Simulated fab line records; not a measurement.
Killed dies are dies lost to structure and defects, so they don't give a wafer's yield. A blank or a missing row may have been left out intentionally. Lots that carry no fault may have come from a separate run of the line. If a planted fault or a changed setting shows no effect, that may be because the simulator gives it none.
Matching of chambers    flow n5 finfet    N5_FIN_SAQP_HM_DEP_72 on pecvd-01 has 3 sister chambers
The step deposits SiO2 from SiH4/N2O, target thk 12 nm, time 7.2 s. 3 wafers are shown with their chamber, then 10 later ones without.

WAFERS, EACH WITH ITS CHAMBER
wafer   chamber  showerhead plenum p Torr (Torr)
L084.3  2        8.25
L088.1  0        7.96
L088.3  1        8.10

WAFERS WITH NO CHAMBER GIVEN
wafer   showerhead plenum p Torr (Torr)
L088.6  7.96
L091.2  7.99
L091.4  8.27
L091.6  7.95
L094.1  8.04
L094.2  7.96
L094.6  8.08
L096.1  7.96
L096.2  8.27
L096.4  7.97

WHICH CHAMBER EACH ONE RAN IN
wafer   from the rows above      in truth
L088.6  0                        0
L091.2  0                        0
L091.4  2                        2
L091.6  0                        0
L094.1  can't be placed: 1 or 0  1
L094.2  0                        0
L094.6  1                        1
L096.1  0                        0
L096.2  2                        2
L096.4  0                        0
Placed correctly: 9 of 10. From these rows, 1 cannot be placed; in 1 the true chamber is one of the candidates. Number placed wrongly: 0.
How it was worked out, from the rows above alone: a wafer's distance from a chamber is the root of the sum, over the readings, of the square of ((its reading less the chamber's mean) divided by the reading's scatter). If the next closest chamber is less than 2 further off than the closest, the wafer can't be placed; otherwise it belongs to the closest. For every chamber, the mean is computed from those of its wafers that are shown. The scatter: with one shown wafer a chamber, the root of the mean of the squares of how far each hidden wafer lies from its nearest shown one.
